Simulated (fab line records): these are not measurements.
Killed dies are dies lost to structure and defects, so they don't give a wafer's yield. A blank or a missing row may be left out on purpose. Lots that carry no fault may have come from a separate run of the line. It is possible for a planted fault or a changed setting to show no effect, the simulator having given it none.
Chamber matching ; flow n5-finfet ; ald-sin-01 running N5_BEOL_M1_ALD_98: 4 sister chambers
The step deposits SiO2, target thk 2.5 nm, pulse time 1 s, co reactant pulse time 1 s. 8 wafers are shown with their chamber, then 10 later ones without.

== EACH WAFER AND ITS CHAMBER ==
wafer;chamber;heater-power-w (W);precursor-pulse-height-rel
L080.2;2;80;1.008
L081.2;1;74;0.984
L081.5;0;86;0.988
L083.1;2;78;1.011
L083.2;3;81;0.991
L083.4;1;72;1.003
L084.1;0;82;1.026
L084.2;3;82;1.006

== WAFERS WHOSE CHAMBER IS MISSING ==
wafer;heater-power-w (W);precursor-pulse-height-rel
L084.4;73;1.008
L088.2;73;1.026
L088.3;78;0.992
L088.5;82;1.000
L095.2;84;1.035
L095.5;83;1.006
L095.6;81;1.009
L094.3;74;0.992
L094.4;84;0.984
L094.5;86;1.019

== CHAMBER TAKEN BY EACH ==
wafer;from the rows above;in truth
L084.4;1;1
L088.2;can't be placed: 1 or 2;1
L088.3;can't be placed: 2 or 3 or 1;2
L088.5;can't be placed: 3 or 0 or 2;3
L095.2;can't be placed: 0 or 3 or 2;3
L095.5;can't be placed: 0 or 3 or 2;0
L095.6;can't be placed: 3 or 2 or 0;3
L094.3;1;1
L094.4;can't be placed: 0 or 3 or 2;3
L094.5;can't be placed: 0 or 3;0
Placed correctly: 2 of 10. Cannot be placed on the basis of these rows: 8; the candidates contain the true chamber in 8. Wrongly placed: 0.
How it was worked out, from the rows above alone: a wafer's distance from a chamber is the root of the sum, over the readings, of the square of ((its reading less the chamber's mean) divided by the reading's scatter). The wafer belongs to the nearest chamber; if the next one is less than 2 further off, it can't be placed. A chamber's mean is the mean of its shown wafers. The scatter: take each reading less its chamber's mean, square it, sum over the shown wafers, divide by the number of wafers less the number of chambers, and take the root.
